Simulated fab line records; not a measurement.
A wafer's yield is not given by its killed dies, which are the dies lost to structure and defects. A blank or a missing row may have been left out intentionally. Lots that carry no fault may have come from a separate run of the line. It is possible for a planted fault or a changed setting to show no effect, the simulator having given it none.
fab line records / flow nand-harc
record: lots: 5 wafers: 15 last-day: 31
route steps=1302 shown P_GATE@170 END@1302
lots with no fault: from the same line, run without faults
start-h: hours from the record's first day to the start of the lot's first wafer shown / wait-h: hours since the lot's step before / " the same as in the row above / L1.1+2: one row covering several wafers at once / - no value, or no start given / * or withheld: withheld / < > ~ a bound
route shown NAME@n: names a module that has steps shown in the file, with the first one's number in the route / usual: mean and standard deviation over wafers with no fault / same: alike in all rows / chamber/n: place in a boat / sites: per-site readings / _std_site: the standard deviation of these / _edge_site: inner sites' mean taken away from outer sites' mean / radius-mm: how far each site lies from the wafer's centre / mask NAME#n: copy n / behind: tool/chamber where the wafer was last shaped / hold: the reason the lot was held/the length of the hold in hours/how it ended / device: which transistor (n, p or np) failed to switch / end of line: tests run on the same wafers once the route is complete / a step without rows: its recipe alone / killed: dies lost to structure and defects at the first sort, not the wafer's yield / map: the dies of a wafer, with x for killed, . for not killed, _ for no die there
set.NAME: the run value of the setting; set.NAME@STEP: its run value at that earlier step / model.NAME: the simulator's own value behind a step, which no gauge read
lots at selected steps of the route; one table per step, one row per wafer
services: from which hour (start-h, from the record's first day; less than 0 if before it) a tool's chamber was out of use, for how many hours, and why
== steps ==
step: NHARC_P_GATE_CD_MEAS_46
recipe: target-cd-nm: 720 landing-energy-ev: 500
usual: cd-nm: 719.8/1.9
lot.wafer=L892.2 tool=cd-sem-02 chamber=0 start-h=133.89 wait-h=- cd-nm=720.1
lot.wafer=L892.4 tool=cd-sem-02 chamber=0 start-h=133.89 wait-h=- cd-nm=719.8
lot.wafer=L892.6 tool=cd-sem-02 chamber=0 start-h=133.89 wait-h=- cd-nm=719.7
lot.wafer=L902.3 tool=cd-sem-01 chamber=0 start-h=226.95 wait-h=- cd-nm=721.8
lot.wafer=L902.4 tool=cd-sem-01 chamber=0 start-h=226.95 wait-h=- cd-nm=724.3
lot.wafer=L902.5 tool=cd-sem-01 chamber=0 start-h=226.95 wait-h=- cd-nm=722.3
lot.wafer=L903.1 tool=cd-sem-02 chamber=0 start-h=254.58 wait-h=- cd-nm=722.0
lot.wafer=L903.3 tool=cd-sem-02 chamber=0 start-h=254.58 wait-h=- cd-nm=722.3
lot.wafer=L903.4 tool=cd-sem-02 chamber=0 start-h=254.58 wait-h=- cd-nm=719.2
lot.wafer=L907.1 tool=cd-sem-01 chamber=0 start-h=277.42 wait-h=- cd-nm=718.5
lot.wafer=L907.3 tool=cd-sem-01 chamber=0 start-h=277.42 wait-h=- cd-nm=721.6
lot.wafer=L907.4 tool=cd-sem-01 chamber=0 start-h=277.42 wait-h=- cd-nm=720.7
lot.wafer=L908.2 tool=cd-sem-01 chamber=0 start-h=289.52 wait-h=- cd-nm=722.6
lot.wafer=L908.3 tool=cd-sem-01 chamber=0 start-h=289.52 wait-h=- cd-nm=721.4
lot.wafer=L908.4 tool=cd-sem-01 chamber=0 start-h=289.52 wait-h=- cd-nm=719.7
step: NHARC_P_GATE_HARDBAKE_47
recipe: temp-c: 125 time-s: 80
step: NHARC_P_GATE_DESCUM_48
recipe: time-s: 3 o2-flow-sccm: 200 ar-flow-sccm: 0 bias-power-w: 0 chemistry: O2
usual: drypump-motor-current-A: 5.9/0.42 oes-product-au: 1.001/0.0076 rf-vpp-V: 57.8/0.83 showerhead-plenum-p-Torr: 1.91/0.084 throttle-valve-pct: 11.312/0.0084
lot.wafer=L892.2 tool=rie-diel-01 chamber=3 start-h=134.05 wait-h=- drypump-motor-current-A=6.0 oes-product-au=0.982 rf-hours-counter-h=5.3 rf-vpp-V=57.6 showerhead-plenum-p-Torr=1.95 throttle-valve-pct=11.301
lot.wafer=L892.4 tool=rie-diel-01 chamber=1 start-h=134.05 wait-h=- drypump-motor-current-A=5.4 oes-product-au=0.997 rf-hours-counter-h=5.5 rf-vpp-V=57.8 showerhead-plenum-p-Torr=1.80 throttle-valve-pct=11.302
lot.wafer=L892.6 tool=rie-diel-01 chamber=0 start-h=134.05 wait-h=- drypump-motor-current-A=6.2 oes-product-au=0.999 rf-hours-counter-h=- rf-vpp-V=56.6 showerhead-plenum-p-Torr=1.86 throttle-valve-pct=11.306
lot.wafer=L902.3 tool=rie-diel-08 chamber=3 start-h=227.12 wait-h=- drypump-motor-current-A=6.4 oes-product-au=1.006 rf-hours-counter-h=2.6 rf-vpp-V=56.6 showerhead-plenum-p-Torr=1.94 throttle-valve-pct=11.324
lot.wafer=L902.4 tool=rie-diel-08 chamber=0 start-h=227.12 wait-h=- drypump-motor-current-A=5.7 oes-product-au=0.999 rf-hours-counter-h=1.8 rf-vpp-V=56.8 showerhead-plenum-p-Torr=1.97 throttle-valve-pct=11.316
lot.wafer=L902.5 tool=rie-diel-08 chamber=2 start-h=227.12 wait-h=- drypump-motor-current-A=5.8 oes-product-au=1.000 rf-hours-counter-h=- rf-vpp-V=57.7 showerhead-plenum-p-Torr=1.84 throttle-valve-pct=11.304
lot.wafer=L903.3 tool=rie-diel-08 chamber=1 start-h=254.76 wait-h=- drypump-motor-current-A=6.4 oes-product-au=1.009 rf-hours-counter-h=4.8 rf-vpp-V=58.0 showerhead-plenum-p-Torr=1.83 throttle-valve-pct=11.322
lot.wafer=L903.1 tool=rie-diel-08 chamber=2 start-h=254.76 wait-h=- drypump-motor-current-A=5.8 oes-product-au=1.003 rf-hours-counter-h=4.8 rf-vpp-V=58.5 showerhead-plenum-p-Torr=1.83 throttle-valve-pct=11.312
lot.wafer=L903.4 tool=rie-diel-08 chamber=1 start-h=254.76 wait-h=- drypump-motor-current-A=6.4 oes-product-au=1.006 rf-hours-counter-h=- rf-vpp-V=57.7 showerhead-plenum-p-Torr=1.83 throttle-valve-pct=11.299
lot.wafer=L907.4 tool=rie-diel-08 chamber=3 start-h=277.58 wait-h=- drypump-motor-current-A=6.5 oes-product-au=1.000 rf-hours-counter-h=5.0 rf-vpp-V=59.1 showerhead-plenum-p-Torr=1.94 throttle-valve-pct=11.313
lot.wafer=L907.3 tool=rie-diel-08 chamber=0 start-h=277.58 wait-h=- drypump-motor-current-A=5.7 oes-product-au=0.994 rf-hours-counter-h=2.7 rf-vpp-V=58.8 showerhead-plenum-p-Torr=1.97 throttle-valve-pct=11.312
lot.wafer=L907.1 tool=rie-diel-08 chamber=2 start-h=277.58 wait-h=- drypump-motor-current-A=5.8 oes-product-au=1.001 rf-hours-counter-h=5.3 rf-vpp-V=58.0 showerhead-plenum-p-Torr=1.83 throttle-valve-pct=11.306
lot.wafer=L908.3 tool=rie-diel-10 chamber=3 start-h=289.68 wait-h=- drypump-motor-current-A=5.4 oes-product-au=0.991 rf-hours-counter-h=1.8 rf-vpp-V=59.6 showerhead-plenum-p-Torr=2.06 throttle-valve-pct=11.307
lot.wafer=L908.4 tool=rie-diel-10 chamber=1 start-h=289.68 wait-h=- drypump-motor-current-A=5.3 oes-product-au=0.995 rf-hours-counter-h=2.8 rf-vpp-V=57.9 showerhead-plenum-p-Torr=1.89 throttle-valve-pct=11.311
lot.wafer=L908.2 tool=rie-diel-10 chamber=2 start-h=289.68 wait-h=- drypump-motor-current-A=5.4 oes-product-au=0.996 rf-hours-counter-h=2.8 rf-vpp-V=59.4 showerhead-plenum-p-Torr=2.04 throttle-valve-pct=11.306
step: NHARC_P_GATE_IMPLANT_49
recipe: energy-kev: 30 dose-cm2: 3e+15 tilt-deg: 7
step: NHARC_P_GATE_STRIP_111
recipe: power-w: 1500 temp-c: 110 time-s: 250 chemistry: N2/H2
usual: drypump-motor-current-A: 5.6/0.62 heater-power-w: 93/10 rf-refl-power-W: 22/4
lot.wafer=L892.2 tool=plasma-asher-02 chamber=1 start-h=134.42 wait-h=0.2 drypump-motor-current-A=6.6 heater-power-w=95 rf-hours-counter-h=8 rf-refl-power-W=26
lot.wafer=L892.4 tool=plasma-asher-02 chamber=1 start-h=134.42 wait-h=0.2 drypump-motor-current-A=6.6 heater-power-w=96 rf-hours-counter-h=- rf-refl-power-W=26
lot.wafer=L892.6 tool=plasma-asher-02 chamber=0 start-h=134.42 wait-h=0.2 drypump-motor-current-A=5.6 heater-power-w=88 rf-hours-counter-h=- rf-refl-power-W=16
lot.wafer=L902.3 tool=plasma-asher-01 chamber=1 start-h=227.58 wait-h=0.2 drypump-motor-current-A=5.1 heater-power-w=106 rf-hours-counter-h=- rf-refl-power-W=23
lot.wafer=L902.4 tool=plasma-asher-01 chamber=0 start-h=227.58 wait-h=0.2 drypump-motor-current-A=5.0 heater-power-w=80 rf-hours-counter-h=- rf-refl-power-W=22
lot.wafer=L902.5 tool=plasma-asher-01 chamber=1 start-h=227.58 wait-h=0.2 drypump-motor-current-A=5.1 heater-power-w=106 rf-hours-counter-h=- rf-refl-power-W=23
lot.wafer=L903.1 tool=plasma-asher-01 chamber=0 start-h=255.14 wait-h=0.2 drypump-motor-current-A=5.0 heater-power-w=78 rf-hours-counter-h=13 rf-refl-power-W=23
lot.wafer=L903.3 tool=plasma-asher-01 chamber=0 start-h=255.14 wait-h=0.2 drypump-motor-current-A=5.1 heater-power-w=83 rf-hours-counter-h=- rf-refl-power-W=23
lot.wafer=L903.4 tool=plasma-asher-01 chamber=1 start-h=255.14 wait-h=0.2 drypump-motor-current-A=5.1 heater-power-w=105 rf-hours-counter-h=- rf-refl-power-W=22
lot.wafer=L907.1 tool=plasma-asher-01 chamber=1 start-h=278.01 wait-h=0.2 drypump-motor-current-A=5.1 heater-power-w=106 rf-hours-counter-h=21 rf-refl-power-W=23
lot.wafer=L907.4 tool=plasma-asher-01 chamber=0 start-h=278.01 wait-h=0.2 drypump-motor-current-A=5.0 heater-power-w=79 rf-hours-counter-h=- rf-refl-power-W=23
lot.wafer=L907.3 tool=plasma-asher-01 chamber=1 start-h=278.01 wait-h=0.2 drypump-motor-current-A=5.1 heater-power-w=106 rf-hours-counter-h=- rf-refl-power-W=24
lot.wafer=L908.2 tool=plasma-asher-02 chamber=0 start-h=290.10 wait-h=0.2 drypump-motor-current-A=5.6 heater-power-w=86 rf-hours-counter-h=9 rf-refl-power-W=15
lot.wafer=L908.4 tool=plasma-asher-02 chamber=1 start-h=290.10 wait-h=0.2 drypump-motor-current-A=6.6 heater-power-w=95 rf-hours-counter-h=- rf-refl-power-W=26
lot.wafer=L908.3 tool=plasma-asher-02 chamber=0 start-h=290.10 wait-h=0.2 drypump-motor-current-A=5.6 heater-power-w=88 rf-hours-counter-h=- rf-refl-power-W=15
step: NHARC_P_GATE_STRIP_75
recipe: power-w: 1500 temp-c: 250 chemistry: O2
usual: drypump-motor-current-A: 5.6/0.61 heater-power-w: 347/39 rf-refl-power-W: 22/3.9
lot.wafer=L892.2 tool=plasma-asher-02 chamber=1 start-h=134.72 wait-h=0.3 drypump-motor-current-A=6.6 heater-power-w=366 rf-hours-counter-h=8 rf-refl-power-W=26
lot.wafer=L892.4 tool=plasma-asher-02 chamber=1 start-h=134.72 wait-h=0.3 drypump-motor-current-A=6.6 heater-power-w=362 rf-hours-counter-h=- rf-refl-power-W=26
lot.wafer=L892.6 tool=plasma-asher-02 chamber=0 start-h=134.72 wait-h=0.3 drypump-motor-current-A=5.6 heater-power-w=328 rf-hours-counter-h=- rf-refl-power-W=16
lot.wafer=L902.3 tool=plasma-asher-01 chamber=1 start-h=227.80 wait-h=0.2 drypump-motor-current-A=5.1 heater-power-w=401 rf-hours-counter-h=- rf-refl-power-W=23
lot.wafer=L902.4 tool=plasma-asher-01 chamber=0 start-h=227.80 wait-h=0.2 drypump-motor-current-A=5.1 heater-power-w=303 rf-hours-counter-h=- rf-refl-power-W=22
lot.wafer=L902.5 tool=plasma-asher-01 chamber=1 start-h=227.80 wait-h=0.2 drypump-motor-current-A=5.1 heater-power-w=398 rf-hours-counter-h=- rf-refl-power-W=23
lot.wafer=L903.1 tool=plasma-asher-01 chamber=0 start-h=255.44 wait-h=0.2 drypump-motor-current-A=5.0 heater-power-w=295 rf-hours-counter-h=14 rf-refl-power-W=23
lot.wafer=L903.3 tool=plasma-asher-01 chamber=0 start-h=255.44 wait-h=0.2 drypump-motor-current-A=5.0 heater-power-w=300 rf-hours-counter-h=- rf-refl-power-W=23
lot.wafer=L903.4 tool=plasma-asher-01 chamber=1 start-h=255.44 wait-h=0.2 drypump-motor-current-A=5.1 heater-power-w=403 rf-hours-counter-h=- rf-refl-power-W=23
lot.wafer=L907.1 tool=plasma-asher-01 chamber=1 start-h=278.27 wait-h=0.2 drypump-motor-current-A=5.1 heater-power-w=411 rf-hours-counter-h=21 rf-refl-power-W=23
lot.wafer=L907.4 tool=plasma-asher-01 chamber=0 start-h=278.27 wait-h=0.2 drypump-motor-current-A=5.0 heater-power-w=294 rf-hours-counter-h=- rf-refl-power-W=23
lot.wafer=L907.3 tool=plasma-asher-01 chamber=1 start-h=278.27 wait-h=0.2 drypump-motor-current-A=5.1 heater-power-w=391 rf-hours-counter-h=- rf-refl-power-W=22
lot.wafer=L908.2 tool=plasma-asher-02 chamber=0 start-h=290.36 wait-h=0.2 drypump-motor-current-A=5.7 heater-power-w=330 rf-hours-counter-h=9 rf-refl-power-W=17
lot.wafer=L908.4 tool=plasma-asher-02 chamber=1 start-h=290.36 wait-h=0.2 drypump-motor-current-A=6.6 heater-power-w=353 rf-hours-counter-h=- rf-refl-power-W=26
lot.wafer=L908.3 tool=plasma-asher-02 chamber=0 start-h=290.36 wait-h=0.2 drypump-motor-current-A=5.6 heater-power-w=325 rf-hours-counter-h=- rf-refl-power-W=15
step: NHARC_P_GATE_STRIP_50
recipe: time-s: 900 temp-c: 130 chemistry: SPM
step: NHARC_P_GATE_DEHYDRATE_51
recipe: temp-c: 150 time-s: 120
step: NHARC_P_GATE_HMDS_52
recipe: time-s: 30
step: NHARC_P_GATE_COAT_53
recipe: spin-rpm: 3000
step: NHARC_P_GATE_SOFTBAKE_54
recipe: temp-c: 122 time-s: 95
step: NHARC_P_GATE_EBR_55
step: NHARC_P_GATE_EXPOSE_56
recipe: na: 0.6 target-cd-nm: 720 dose-mj: 14.81 mask-id: P_PSD
lot.wafer=L892.2+4+6 tool=krf-scanner-03 chamber=0 start-h=135.51 wait-h=- mask=P_PSD_R1#0
lot.wafer=L902.3+4+5 tool=krf-scanner-03 chamber=0 start-h=228.45 wait-h=- mask=P_PSD#0
lot.wafer=L903.1+3+4 tool=krf-scanner-02 chamber=0 start-h=256.21 wait-h=- mask=P_PSD#0
lot.wafer=L907.1+3+4 tool=krf-scanner-03 chamber=0 start-h=279.03 wait-h=- mask=P_PSD#0
lot.wafer=L908.2+3+4 tool=krf-scanner-01 chamber=0 start-h=291.13 wait-h=- mask=P_PSD#0
step: NHARC_P_GATE_PEB_57
recipe: peb-temp-c: 118 peb-time-s: 85
step: NHARC_P_GATE_DEVELOP_58
recipe: time-s: 70
step: NHARC_P_GATE_CD_MEAS_59
recipe: target-cd-nm: 720 landing-energy-ev: 500
usual: cd-nm: 719.0/2.3
lot.wafer=L892.2 tool=cd-sem-02 chamber=0 start-h=135.66 wait-h=- cd-nm=763.7
lot.wafer=L892.4 tool=cd-sem-02 chamber=0 start-h=135.66 wait-h=- cd-nm=763.8
lot.wafer=L892.6 tool=cd-sem-02 chamber=0 start-h=135.66 wait-h=- cd-nm=760.2
lot.wafer=L902.3 tool=cd-sem-01 chamber=0 start-h=228.60 wait-h=- cd-nm=721.2
lot.wafer=L902.4 tool=cd-sem-01 chamber=0 start-h=228.60 wait-h=- cd-nm=721.1
lot.wafer=L902.5 tool=cd-sem-01 chamber=0 start-h=228.60 wait-h=- cd-nm=718.6
lot.wafer=L903.1 tool=cd-sem-02 chamber=0 start-h=256.37 wait-h=- cd-nm=719.1
lot.wafer=L903.3 tool=cd-sem-02 chamber=0 start-h=256.37 wait-h=- cd-nm=720.8
lot.wafer=L903.4 tool=cd-sem-02 chamber=0 start-h=256.37 wait-h=- cd-nm=715.7
lot.wafer=L907.1 tool=cd-sem-03 chamber=0 start-h=279.19 wait-h=- cd-nm=716.7
lot.wafer=L907.3 tool=cd-sem-03 chamber=0 start-h=279.19 wait-h=- cd-nm=717.3
lot.wafer=L907.4 tool=cd-sem-03 chamber=0 start-h=279.19 wait-h=- cd-nm=716.1
lot.wafer=L908.2 tool=cd-sem-03 chamber=0 start-h=291.28 wait-h=- cd-nm=717.3
lot.wafer=L908.3 tool=cd-sem-03 chamber=0 start-h=291.28 wait-h=- cd-nm=717.2
lot.wafer=L908.4 tool=cd-sem-03 chamber=0 start-h=291.28 wait-h=- cd-nm=718.3
step: NHARC_P_GATE_HARDBAKE_60
recipe: temp-c: 125 time-s: 80
step: NHARC_END_SORT_01
recipe: temp-c: 25
usual: killed-at-array: 54/18 killed-at-other: 0.7/0.87 killed-at-periphery: 3.7/2.5 killed-dies: 59/19 killed-open: 3.3/2 killed-short: 2.6/1.6
same: gross-dies: 677
lot.wafer=L903.1 tool=prober-02 chamber=0 start-h=700.17 wait-h=2.5 killed-at-array=55 killed-at-other=1 killed-at-periphery=2 killed-dies=58 killed-open=1 killed-short=3
lot.wafer=L903.3 tool=prober-02 chamber=0 start-h=701.77 wait-h=3.1 killed-at-array=54 killed-at-other=3 killed-at-periphery=2 killed-dies=59 killed-open=1 killed-short=5
lot.wafer=L903.4 tool=prober-02 chamber=0 start-h=702.58 wait-h=3.4 killed-at-array=51 killed-at-other=1 killed-at-periphery=6 killed-dies=58 killed-open=4 killed-short=3
killed by level:class
L903.1 A_SLIT:chamber-film-flake=29 A_CONTACT:chamber-film-flake=9 A_CHANNEL_HOLE_D1:chamber-film-flake=8 A_M0:chamber-film-flake=3 P_M2:geometric-particle:short=1 A_ONON_D1:geometric-particle:short=1 A_DECK1_JOINT:geometric-particle:open=1 A_BLC:geometric-particle:short=1
L903.3 A_SLIT:chamber-film-flake=28 A_CONTACT:chamber-film-flake=9 A_CHANNEL_HOLE_D1:chamber-film-flake=7 A_STAIRCASE:chamber-film-flake=3 HYBRID_BOND:chamber-film-flake=3 A_CHANNEL_FILL_D2:geometric-particle:short=2 P_GATE:geometric-particle:short=1 P_M0:geometric-particle:short=1
L903.4 A_SLIT:chamber-film-flake=24 A_CHANNEL_HOLE_D1:chamber-film-flake=11 A_CONTACT:chamber-film-flake=4 A_M0:chamber-film-flake=3 P_GATE:geometric-particle:open=2 A_STAIRCASE:chamber-film-flake=2 A_WL_FILL:chamber-film-flake=2 P_STI:geometric-particle:short=1
== services ==
tool=krf-scanner-03 chamber=- start-h=121.22 hours=10.0 kind=repair
tool=rie-diel-08 chamber=0 start-h=137.77 hours=9.3 kind=repair
tool=krf-scanner-03 chamber=- start-h=139.82 hours=7.1 kind=repair
tool=krf-scanner-01 chamber=- start-h=140.00 hours=4.0 kind=pm
tool=krf-scanner-01 chamber=- start-h=146.47 hours=0.2 kind=repair
tool=rie-diel-08 chamber=1 start-h=152.97 hours=10.4 kind=repair
tool=rie-diel-08 chamber=3 start-h=158.81 hours=3.5 kind=repair
tool=rie-diel-10 chamber=3 start-h=164.30 hours=1.6 kind=repair
tool=plasma-asher-01 chamber=- start-h=165.07 hours=9.0 kind=pm
tool=rie-diel-01 chamber=0 start-h=166.26 hours=7.3 kind=repair
tool=rie-diel-01 chamber=0 start-h=188.89 hours=16.3 kind=repair
tool=rie-diel-08 chamber=- start-h=190.80 hours=9.0 kind=pm
tool=rie-diel-10 chamber=2 start-h=197.99 hours=7.6 kind=repair
tool=rie-diel-01 chamber=- start-h=204.01 hours=9.0 kind=pm
tool=krf-scanner-01 chamber=- start-h=208.21 hours=15.4 kind=repair
tool=rie-diel-08 chamber=0 start-h=213.75 hours=4.9 kind=repair
tool=plasma-asher-02 chamber=- start-h=216.53 hours=0.7 kind=repair
tool=krf-scanner-03 chamber=- start-h=224.00 hours=4.0 kind=pm
tool=rie-diel-10 chamber=- start-h=242.97 hours=9.0 kind=pm
tool=rie-diel-08 chamber=0 start-h=245.35 hours=16.4 kind=repair
tool=plasma-asher-02 chamber=- start-h=249.00 hours=9.0 kind=pm
tool=krf-scanner-02 chamber=- start-h=263.45 hours=5.3 kind=repair
tool=rie-diel-08 chamber=3 start-h=265.34 hours=3.9 kind=repair
tool=krf-scanner-02 chamber=- start-h=268.76 hours=4.0 kind=pm
== key ==
first-sign: step: NHARC_P_GATE_EXPOSE_56 reading: mask direction: changed
effect: step: NHARC_P_GATE_CD_MEAS_59 reading: cd-nm direction: up sigmas: 19 usual: 719.0 struck: 762.6
met-at NHARC_P_GATE_EXPOSE_56
struck-wafers L892.2,L892.4,L892.6
tester-left-out L892
fault: kind: wrong-mask tool: any chamber: - onset-h: 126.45 steps: NHARC_P_GATE_EXPOSE_56 aux-copy: P_PSD_R1#0 cd-offset-nm: 42.322 scope: struck-lots-only
tester-left-out: of these lots the tester's yield and bins aren't shown, on N5 and GAA mostly nor the transistor test; their killed dies are dies lost to structure and defects alone, not to doping, threshold or leakage, so they don't give the yield
